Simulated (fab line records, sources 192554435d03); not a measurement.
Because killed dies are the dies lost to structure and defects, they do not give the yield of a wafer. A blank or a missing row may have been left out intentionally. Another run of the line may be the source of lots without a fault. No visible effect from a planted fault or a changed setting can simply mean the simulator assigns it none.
A struck lot beside a sound one + flow n5-finfet + 17 out of 1938 route steps
Sound: wafers L416.2, L416.4, L416.5. Struck: wafers L409.4, L409.6 (left out: L409.1, a lot-mate that was not struck); the cause follows at the end.
At each step with rows: each side's tool, then ch and its chambers, then its first start. Under that, the readings that differ: sound wafers + struck wafers + difference of the means + sigmas: that difference in standard deviations of wafers without a fault.
alike: same words and numbers on both sides, and readings whose means sit less than 2 such deviations apart. not compared: any withheld reading, any reading some wafer has no value for, any bound like >300 that may hide the same value, and any number with overlapping values for which the record gives no deviation.
The two part at a step that has a row with sigmas, a row that says differs or no value, or rows on one side only. When numbers do not overlap yet have no deviation, they are printed without sigmas and do not part them. A reading missing from all wafers of one side parts the sides only when that side holds two or more wafers.

first, 4 steps without rows for these wafers: N5_HKMG_FIN_SOFTBAKE_07 (time 60 s); N5_HKMG_FIN_EXPOSE_09 (exposes mask NWFM); N5_HKMG_FIN_PEB_10 (peb time 60 s); N5_HKMG_FIN_DEVELOP_11 (develop time 30 s).
N5_HKMG_FIN_CD_MEAS_12: the cd target is 92.8 nm.
  sound on cd-sem-03 ch 0, day 8 22:53; struck on cd-sem-01 ch 0, day 7 06:51
  alike: cd-nm
N5_HKMG_FIN_OVL_MEAS_13:
  sound on overlay-01 ch 0, day 8 22:55; struck on overlay-02 ch 0, day 7 06:53
| reading       | sound       | struck    | difference | sigmas |
|---------------|-------------|-----------|------------|--------|
| NWFM_OVL (nm) | 0.2 1.1 0.3 | -1.3 -1.7 | -2.0       | -2     |
N5_HKMG_FIN_INSPECT_14: inspects for defects (macro).
  sound on defect-inspect-01 at day 8 22:56; struck on defect-inspect-02 at day 7 06:54
  alike: raw-defect-count
N5_HKMG_FIN_DESCUM_17: chemistry O2, time 7.9 s.
  sound on rie-diel-01 ch 0,1, day 8 22:58; struck on rie-diel-02 ch 1, day 7 08:10
  alike: drypump-motor-current-A, oes-product-au, rf-vpp-V, showerhead-plenum-p-Torr, throttle-valve-pct
  not compared: rf-hours-counter-h
N5_HKMG_FIN_ETCH_31: etches SiARC in CF4, target depth 45.5 nm, time 75.8 s.
  sound on rie-diel-01 ch 0,1, day 8 23:00; struck on rie-diel-02 ch 1, day 7 08:12
| reading               | sound          | struck    | difference | sigmas |
|-----------------------|----------------|-----------|------------|--------|
| etch-rf-on-time-s (s) | 74.5 80.4 80.0 | 73.7 72.9 | -5.0       | -2     |
  alike: drypump-motor-current-A, oes-product-au, rf-vpp-V, showerhead-plenum-p-Torr, throttle-valve-pct
  not compared: rf-hours-counter-h
N5_HKMG_FIN_ETCH_32: etches SOC in N2/H2, target depth 240 nm, time 300 s.
  sound on rie-diel-01 ch 0,1, day 8 23:04; struck on rie-diel-02 ch 1, day 7 08:15
  alike: drypump-motor-current-A, oes-product-au, rf-vpp-V, run-length-s, showerhead-plenum-p-Torr, throttle-valve-pct
  not compared: rf-hours-counter-h
then, 1 step without rows for these wafers: N5_HKMG_FIN_STRIP_33 (strips in N2/H2).
N5_HKMG_FIN_STRIP_34: strips in CF4.
  sound on rie-diel-01 ch 0,1, day 8 23:15; struck on rie-diel-02 ch 1, day 7 08:26
  alike: drypump-motor-current-A, oes-product-au, rf-vpp-V, showerhead-plenum-p-Torr, throttle-valve-pct
  not compared: rf-hours-counter-h
N5_HKMG_FIN_ETCH_35: etches SOC in N2/H2, target depth 215.8 nm, time 243.4 s.
  sound on rie-diel-01 ch 0,1, day 8 23:16; struck on rie-diel-02 ch 1, day 7 08:28
| reading                                   | sound             | struck      | difference | sigmas |
|-------------------------------------------|-------------------|-------------|------------|--------|
| run-length-s (s)                          | 266.9 266.4 266.4 | 278.4 278.9 | +12.1      | +22    |
| model.HKMG_FIN.feature-depth-nm (nm)      | 216.8 201.6 201.6 | 233.4 233.8 | +26.9      |        |
| model.SOC_of_HKMG_FIN_COAT_29.thk-nm (nm) | 83.2 98.4 99      | 67.4 66.6   | -26.5      |        |
| model.etch.depth-nm (nm)                  | 216.8 201.6 201.7 | 233.4 233.9 | +27.0      |        |
  alike: drypump-motor-current-A, oes-product-au, rf-vpp-V, showerhead-plenum-p-Torr, throttle-valve-pct
  not compared: rf-hours-counter-h
N5_HKMG_FIN_STRIP_92: strips SOC in N2/H2, time 20 s.
  sound on rie-diel-01 ch 0,1, day 8 23:25; struck on rie-diel-02 ch 1, day 7 08:37
| reading                                   | sound          | struck | difference | sigmas |
|-------------------------------------------|----------------|--------|------------|--------|
| model.SOC_of_HKMG_FIN_COAT_29.thk-nm (nm) | 72.8 88.8 89.4 | 57 56  | -27        |        |
  alike: drypump-motor-current-A, oes-product-au, rf-vpp-V, showerhead-plenum-p-Torr, throttle-valve-pct
  not compared: rf-hours-counter-h
then, 1 step without rows for these wafers: N5_HKMG_FIN_WET_ETCH_18 (etches TiN in SC1, time 55 s, target depth 5.2 nm, rinse time 30 s).
-- a jump in the record: the struck wafers' starts before and after are 4 days apart (it breaks off in module HKMG_FIN and resumes in module BEOL_M4, where the first step shown is number 1111 of the route) --
N5_BEOL_M4_RC_MEAS_101:
  sound on prober-01 ch 0, day 13 04:21; struck on prober-02 ch 0, day 11 06:02
  alike: DIBL_N, DIBL_P, IOFF_N, IOFF_P, ION_N, ION_P, SS_N, SS_P, VT_N, VT_P
after that, 1 step had no rows for these wafers: N5_PASSIVATION_PROBE_49.

== WHERE THEY PART ==
At N5_HKMG_FIN_OVL_MEAS_13 first; at N5_HKMG_FIN_ETCH_35 last (within this record only). Later steps at which nothing parts them and some readings are alike: N5_HKMG_FIN_STRIP_92, N5_BEOL_M4_RC_MEAS_101.

WHY: what had been put in by the simulator
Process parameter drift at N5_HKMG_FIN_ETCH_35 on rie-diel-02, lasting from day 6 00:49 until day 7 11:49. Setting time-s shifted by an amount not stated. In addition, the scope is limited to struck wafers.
